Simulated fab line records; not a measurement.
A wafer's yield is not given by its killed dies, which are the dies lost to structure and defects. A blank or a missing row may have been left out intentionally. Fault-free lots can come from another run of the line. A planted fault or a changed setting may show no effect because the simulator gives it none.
Matching of chambers :: flow n5_finfet :: N5_BEOL_M4_ETCH_64 on rie_diel-01: 4 sister chambers
The step etches SOC in N2/H2, target depth 75 nm, overetch 22.5 nm, time 121.9 s. 4 wafers are shown with their chamber, then 7 later ones without.

## WAFERS PAIRED WITH THEIR CHAMBERS
wafer: L085.4
chamber: 3
drypump_motor_current_A (A): 6.5

wafer: L085.5
chamber: 0
drypump_motor_current_A (A): 5.6

wafer: L086.2
chamber: 2
drypump_motor_current_A (A): 5.1

wafer: L086.4
chamber: 1
drypump_motor_current_A (A): 5.8

## WAFERS MISSING THEIR CHAMBER
wafer: L086.6
drypump_motor_current_A (A): 5.7

wafer: L091.3
drypump_motor_current_A (A): 6.5

wafer: L091.4
drypump_motor_current_A (A): 5.6

wafer: L091.6
drypump_motor_current_A (A): 5.1

wafer: L095.1
drypump_motor_current_A (A): 5.8

wafer: L095.4
drypump_motor_current_A (A): 5.6

wafer: L095.5
drypump_motor_current_A (A): 5.6

## WHICH CHAMBER EACH ONE RAN IN
wafer: L086.6
from the rows above: can't be placed: 1 or 0
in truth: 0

wafer: L091.3
from the rows above: 3
in truth: 3

wafer: L091.4
from the rows above: 0
in truth: 0

wafer: L091.6
from the rows above: 2
in truth: 2

wafer: L095.1
from the rows above: 1
in truth: 1

wafer: L095.4
from the rows above: 0
in truth: 0

wafer: L095.5
from the rows above: 0
in truth: 0
Correct placement for 6 of the 7. Unplaceable from these rows: 1, with the true chamber sitting among the candidates in 1. Wrongly placed: 0.
How it was worked out, from the rows above alone: a wafer's distance from a chamber is the root of the sum, over the readings, of the square of ((its reading less the chamber's mean) divided by the reading's scatter). If the next closest chamber is less than 2 further off than the closest, the wafer can't be placed; otherwise it belongs to the closest. Each chamber's mean is taken over the wafers shown for it. The scatter: with one shown wafer a chamber, the root of the mean of the squares of how far each hidden wafer lies from its nearest shown one.
